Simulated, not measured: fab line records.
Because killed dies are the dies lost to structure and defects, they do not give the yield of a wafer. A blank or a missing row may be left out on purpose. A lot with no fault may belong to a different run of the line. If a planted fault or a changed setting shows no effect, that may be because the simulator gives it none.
A struck lot beside a sound one | flow n5-finfet | 42 out of 1938 route steps
Sound: wafers L822.2, L822.3, L822.4. Struck: wafers L824.2, L824.4, L824.6. Last of all comes the cause.
Each step with rows lists, per side, the tool, then ch with its chambers, then its first start. Under that, the readings that differ: sound wafers | struck wafers | difference of the means | sigmas: that difference in standard deviations of wafers without a fault.
alike: a reading whose means differ by less than 2 such deviations, as well as words and numbers matching on both sides. not compared: withheld readings; readings where some wafer has no value; bounds like >300 that might hide an equal value; numbers whose values overlap and for which the record gives no deviation.
A row with sigmas, a row that says differs or no value, or rows on one side alone: a step with any of these is where the two part. Numbers that have no deviation but don't overlap get no sigmas and don't part them. A reading that every wafer of one side lacks parts them only if that side has two wafers or more.

first, 4 steps without rows for these wafers: N5_BEOL_M5_STRIP_36 (strips in N2/H2); N5_BEOL_M5_TRENCH_ETCH_37 (etches SiCOH lowk in C4F6/O2, target depth 71.652 nm, time 24.7 s); N5_BEOL_M5_ETCH_41 (etches SiCN in CH3F/O2, target depth 31.5 nm, time 56.7 s); N5_BEOL_M5_STRIP_91 (strips in N2/H2, time 10 s).
N5_BEOL_M5_OCD_MEAS_38:
  sound: ocd-01 at day 10 13:29; struck: ocd-02 at day 11 09:17
  alike: trench-depth-nm
then, 4 steps without rows for these wafers: N5_BEOL_M5_HM_STRIP_39 (strips TiN in peroxide tin strip, target depth 25 nm, time 158 s); N5_BEOL_M5_SRD_40 (time 30 s); N5_BEOL_M5_PRECLEAN_42 (cleans in residue remover, time 60 s); N5_BEOL_M5_SRD_43 (time 30 s).
N5_BEOL_M5_CD_MEAS_35: target cd 28 nm, target cd y 24 nm.
  sound: cd-sem-02 at day 10 13:39; struck: cd-sem-03 at day 11 09:26
  alike: cd-nm
then, 2 steps without rows for these wafers: N5_BEOL_M5_CURE_80 (cures SiCOH lowk, time 120 s); N5_BEOL_M5_DEGAS_44 (time 60 s).
N5_BEOL_M5_PRE_CLEAN_45: time 30 s.
  sound: pvd-sputter-02 at day 10 14:29; struck: pvd-sputter-02 at day 11 10:15
  alike: heater-power-w, susceptor-temp-C
N5_BEOL_M5_ALD_86: deposits TaN, pulse time 2 s, purge time 3 s, co reactant purge time 2 s.
  sound on ald-metal-03 ch 0,1,3, day 10 14:47; struck on ald-metal-02 ch 0,3, day 11 10:19
  alike: chamber-pressure-Torr, heater-power-w, susceptor-temp-C
then, 8 steps without rows for these wafers: N5_BEOL_M5_SURFACE_TREAT_87; N5_BEOL_M5_CVD_47 (deposits Co from CCTBA/H2, target thk 3 nm, time 216 s); N5_BEOL_M5_SPUTTER_48 (material Cu, target thk 15 nm, time 27.62 s); N5_BEOL_M5_ANNEAL_49 (time 1800 s); N5_BEOL_M5_SPUTTER_81 (material Cu, target thk 15 nm, time 27.62 s); N5_BEOL_M5_ANNEAL_82 (time 1800 s); N5_BEOL_M5_SPUTTER_83 (material Cu, target thk 15 nm, time 27.62 s); N5_BEOL_M5_ANNEAL_84 (time 1800 s).
N5_BEOL_M5_SPUTTER_88: material Cu, target thk 15 nm, time 27.62 s.
  sound: pvd-sputter-02 at day 10 20:05; struck: pvd-sputter-03 at day 11 14:12
  alike: susceptor-temp-C, throttle-valve-pct
then, 3 steps without rows for these wafers: N5_BEOL_M5_ANNEAL_89 (time 1800 s); N5_BEOL_M5_SPUTTER_90 (material Cu, target thk 4.5 nm, time 8.29 s); N5_BEOL_M5_ECD_50 (material Cu, target thk 300 nm).
N5_BEOL_M5_ANNEAL_51: time 90 s.
  sound on rtp-anneal-02 ch 0, day 10 21:25; struck on rtp-anneal-01 ch 0, day 11 15:33
  alike: anneal-temp-c, wafer_temp_C_max
then, 1 step without rows for these wafers: N5_BEOL_M5_CMP_52 (polishes, stops on SiCOH lowk, t overpolish 6.9 s, target thk 62 nm).
N5_BEOL_M5_THK_MEAS_53: measures by xrf.
  sound: film-metro-01 at day 10 21:58; struck: film-metro-02 at day 11 16:06
  alike: M5_THK
N5_BEOL_M5_PRE_CLEAN_77: time 15 s.
  sound on cvd-co-01 ch 0,2, day 10 22:01; struck on cvd-co-02 ch 0,1, day 11 16:08
  alike: heater-power-w
  not compared: susceptor-temp-C
then, 3 steps without rows for these wafers: N5_BEOL_M5_CO_CAP_78 (material Co, precursor CCTBA/H2, target thk 2 nm, time 102.1 s); N5_BEOL_M5_PRE_CLEAN_55 (time 15 s); N5_BEOL_M5_DEP_56 (deposits SiCN from 3MS/NH3, target thk 8 nm, time 14 s).
N5_BEOL_M5_RS_MEAS_57: the measuring method here is four-point-probe.
  sound: film-metro-01 at day 10 22:14; struck: film-metro-01 at day 11 16:22
  alike: M5_RS
then, 2 steps without rows for these wafers: N5_BEOL_M6_ILD_DEP_00 (deposits SiCOH lowk from DEMS/porogen, target thk 179.75 nm, time 33.4 s); N5_BEOL_M6_CURE_74 (cures SiCOH lowk, time 240 s).
N5_BEOL_M6_THK_MEAS_01:
  sound: film-metro-01 at day 10 22:53; struck: film-metro-02 at day 11 17:02
  alike: M6_ILD_THK
then, 1 step without rows for these wafers: N5_BEOL_M6_PECVD_70 (deposits SiO2 from TEOS/O2, target thk 20 nm, time 22.7 s).
N5_BEOL_M6_HM_DEP_02: deposits TiN, target thk 20 nm.
  sound: pvd-sputter-02 at day 10 23:40; struck: pvd-sputter-02 at day 11 18:13
  alike: susceptor-temp-C, throttle-valve-pct
then, 2 steps without rows for these wafers: N5_BEOL_M6_COAT_59 (time 60 s, resist thk 100 nm); N5_BEOL_M6_COAT_60 (time 60 s, resist thk 35 nm).
-- the record jumps here: 4 days lie between the struck wafers' starts before and after (it left off in module BEOL_M6 and takes up again in module PASSIVATION, whose first step shown is number 1936 of the route) --
N5_PASSIVATION_PROBE_49:
  sound: prober-02 at day 15 00:24; struck: prober-01 at day 15 11:58
  reading                  | sound | struck         | difference | sigmas
  defect-limited-yield (%) | 91.3  | 83.8 88.1 85.7 | -5.4       | -4
  killed_at_M4_up          | 10    | 99 56 66       | +64        | +14
  killed-dies              | 103   | 191 141 169    | +64        | +4
  killed-on-rim            | 10    | 24 29 31       | +18        | +5
  sort_bin_5_function (%)  | 5.0   | 9.5 6.6 9.0    | +3.4       | +4
  sort-n-pass              | 1077  | 989 1039 1011  | -64        | -4
  sort-yield-pct (%)       | 91.3  | 83.8 88.1 85.7 | -5.4       | -4
  alike: killed_at_M0_to_M3, killed-at-contacts, killed-at-front-end, killed-at-other, killed-open, killed-short, sort_bin_6_memory, sort_bin_8_speed

== WHERE THEY PART ==
Within this record, at N5_PASSIVATION_PROBE_49 only.

WHY: what had been put in by the simulator
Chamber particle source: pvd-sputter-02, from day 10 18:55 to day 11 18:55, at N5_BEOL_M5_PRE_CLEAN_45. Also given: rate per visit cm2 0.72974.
